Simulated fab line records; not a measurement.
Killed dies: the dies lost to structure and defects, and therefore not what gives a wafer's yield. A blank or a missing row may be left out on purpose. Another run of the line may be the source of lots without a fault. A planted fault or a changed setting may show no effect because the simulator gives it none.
Comparing a struck lot with a sound one || flow n5-finfet || 20 steps out of a route of 1938
Sound: these wafers, L319.1, L319.3, L319.4. Struck: wafers L336.5, L336.6 (left out: L336.1, a lot-mate that was not struck); the cause follows at the end.
At each step with rows: each side's tool, then ch and its chambers, then its first start. Under that, the readings that differ: sound wafers || struck wafers || difference of the means || sigmas: that difference in standard deviations of wafers without a fault.
alike: a reading whose means differ by less than 2 such deviations, as well as words and numbers matching on both sides. not compared: withheld readings; readings where some wafer has no value; bounds like >300 that might hide an equal value; numbers whose values overlap and for which the record gives no deviation.
Wherever a step has rows on one side only, a row that says differs or no value, or a row with sigmas, the two part there. Non-overlapping numbers with no deviation appear without sigmas and do not part them. A reading missing from all wafers of one side parts the sides only when that side holds two or more wafers.

first, 8 steps without rows for these wafers: N5_BEOL_M12_COAT_58 (time 60 s, resist thk 89 nm); N5_BEOL_M12_COAT_04 (resist thk 400 nm); N5_BEOL_M12_EBR_06; N5_BEOL_M12_SOFTBAKE_05 (time 60 s); N5_BEOL_M12_EXPOSE_07 (exposes mask V11); N5_BEOL_M12_PEB_08 (peb time 90 s); N5_BEOL_M12_DEVELOP_09 (develop time 45 s); N5_BEOL_M12_HARDBAKE_14 (time 120 s).
N5_BEOL_M12_CD_MEAS_10 targets a cd of 140 nm.
  sound on cd-sem-02 ch 0, day 12 16:17; struck on cd-sem-03 ch 0, day 17 00:31
  alike: cd-nm
N5_BEOL_M12_OVL_MEAS_11:
  sound on overlay-01 ch 0, day 12 16:19; struck on overlay-02 ch 0, day 17 00:33
{"reading": "V11_OVL (nm)", "sound": "1 3 -7", "struck": "-17 -11", "difference": -13, "sigmas": -2}
N5_BEOL_M12_INSPECT_12: inspects for defects (macro).
  sound: defect-inspect-01 at day 12 16:21; struck: defect-inspect-01 at day 17 00:34
  alike: raw-defect-count
N5_BEOL_M12_DESCUM_15: chemistry O2, time 7.9 s.
  sound on rie-diel-02 ch 1,2,3, day 12 16:23; struck on rie-diel-03 ch 1,2, day 17 00:37
{"reading": "rf-hours-counter-h (h)", "sound": "181 76 64", "struck": "- -", "difference": "no value on the struck wafers", "sigmas": ""}
  alike: drypump-motor-current-A, oes-product-au, rf-vpp-V, showerhead-plenum-p-Torr, temp-c, throttle-valve-pct
N5_BEOL_M12_ETCH_59: etches BARC in N2/H2, target depth 89 nm, overetch 26.7 nm, time 67.9 s.
  sound on rie-diel-02 ch 1,2,3, day 12 16:25; struck on rie-diel-03 ch 1,2, day 17 00:39
{"reading": "rf-hours-counter-h (h)", "sound": "181 76 64", "struck": "- -", "difference": "no value on the struck wafers", "sigmas": ""}
{"reading": "model.coat_of_BEOL_M12_COAT_04.thk-nm (nm)", "sound": "319.8 320.8 319", "struck": "273.4 279.2", "difference": -43.6, "sigmas": ""}
  alike: drypump-motor-current-A, oes-product-au, rf-vpp-V, showerhead-plenum-p-Torr, throttle-valve-pct
N5_BEOL_M12_VIA_ETCH_16: etches SiOC in C4F8/O2/Ar, target depth 724.8 nm.
  sound on rie-diel-02 ch 1,2,3, day 12 16:28; struck on rie-diel-03 ch 1,2, day 17 00:42
{"reading": "model.coat_of_BEOL_M12_COAT_04.thk-nm (nm)", "sound": "129.8 130.6 124", "struck": "77.4 83.8", "difference": -47.5, "sigmas": ""}
  alike: drypump-motor-current-A, he-inner-torr, oes-product-au, rf-vpp-V, showerhead-plenum-p-Torr, throttle-valve-pct
N5_BEOL_M12_STRIP_63: strips in N2/H2.
  sound on plasma-asher-02 ch 0,1, day 12 16:40; struck on plasma-asher-02 ch 0,1, day 17 00:54
{"reading": "oes-product-au (a.u.)", "sound": "0.700 0.696 0.694", "struck": "0.679 0.680", "difference": -0.017, "sigmas": -4}
{"reading": "strip-time-to-endpoint-s (s)", "sound": "44.3 44.5 42.8", "struck": "29.9 31.6", "difference": -13.1, "sigmas": -15}
{"reading": "temp-c (C)", "sound": "250.12 250.09 250.02", "struck": "249.84 249.56", "difference": -0.38, "sigmas": -2}
  alike: drypump-motor-current-A, heater-power-w
  not compared: rf-hours-counter-h
N5_BEOL_M12_STRIP_64: strips in N2/H2.
  sound on plasma-asher-02 ch 0,1, day 12 16:44; struck on plasma-asher-02 ch 0,1, day 17 00:58
  alike: drypump-motor-current-A, heater-power-w, oes-product-au, strip-time-to-endpoint-s, temp-c
  not compared: rf-hours-counter-h
then, 2 steps without rows for these wafers: N5_BEOL_M12_STRIP_71 (strips in post etch residue remover, time 60 s); N5_BEOL_M12_SRD_72 (time 30 s, dry time 30 s).
N5_BEOL_M12_CD_MEAS_17 targets a cd of 140 nm.
  sound: cd-sem-01 at day 12 16:53; struck: cd-sem-03 at day 17 01:06
{"reading": "cd-nm (nm)", "sound": "142.7 137.5 137.1", "struck": "149.4 148.3", "difference": "+9.8", "sigmas": "+4"}
then, 1 step without rows for these wafers: N5_BEOL_M12_COAT_65 (time 60 s, resist thk 300 nm).

## WHERE THEY PART
Last at N5_BEOL_M12_CD_MEAS_17 as far as this record goes, first at N5_BEOL_M12_OVL_MEAS_11.

WHY: what the simulator had put in
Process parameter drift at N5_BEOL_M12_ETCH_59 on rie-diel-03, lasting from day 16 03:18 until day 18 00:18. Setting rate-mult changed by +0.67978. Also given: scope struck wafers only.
